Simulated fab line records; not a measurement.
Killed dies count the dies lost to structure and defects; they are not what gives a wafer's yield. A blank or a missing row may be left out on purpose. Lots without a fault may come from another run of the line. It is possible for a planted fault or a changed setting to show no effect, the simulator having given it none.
Matching of chambers ; flow n5 finfet ; N5_BEOL_M2_ILD_DEP_00 on pecvd-04: 3 sister chambers
The step deposits SiOC from DEMS/O2, target thk 79 nm, time 15.3 s. 3 wafers are shown with their chamber, then 12 later ones without.

## EACH WAFER AND ITS CHAMBER
wafer;chamber;showerhead plenum p Torr (Torr)
L091.5;0;5.679
L090.4;2;5.723
L090.5;1;5.689

## WAFERS WITHOUT THEIR CHAMBER
wafer;showerhead plenum p Torr (Torr)
L092.1;5.710
L092.4;5.688
L092.6;5.733
L093.1;5.706
L093.3;5.685
L093.4;5.672
L095.4;5.712
L095.5;5.690
L095.6;5.722
L097.1;5.736
L097.4;5.681
L097.5;5.710

## EACH ONE'S CHAMBER
wafer;from the rows above;in truth
L092.1;can't be placed: 2 or 1 or 0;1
L092.4;can't be placed: 1 or 0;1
L092.6;2;2
L093.1;can't be placed: 2 or 1 or 0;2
L093.3;can't be placed: 1 or 0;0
L093.4;can't be placed: 0 or 1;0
L095.4;can't be placed: 2 or 1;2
L095.5;can't be placed: 1 or 0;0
L095.6;2;2
L097.1;2;2
L097.4;can't be placed: 0 or 1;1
L097.5;can't be placed: 2 or 1 or 0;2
Correct placement for 3 of the 12. From these rows, 9 cannot be placed; in 9 the true chamber is one of the candidates. Wrongly placed: 0.
How it was worked out, from the rows above alone: a wafer's distance from a chamber is the root of the sum, over the readings, of the square of ((its reading less the chamber's mean) divided by the reading's scatter). If the next closest chamber is less than 2 further off than the closest, the wafer can't be placed; otherwise it belongs to the closest. The mean given for a chamber averages the wafers shown for that chamber. The scatter (one wafer shown for each chamber): square how far every hidden wafer sits from the nearest shown wafer, average those squares and take the square root.
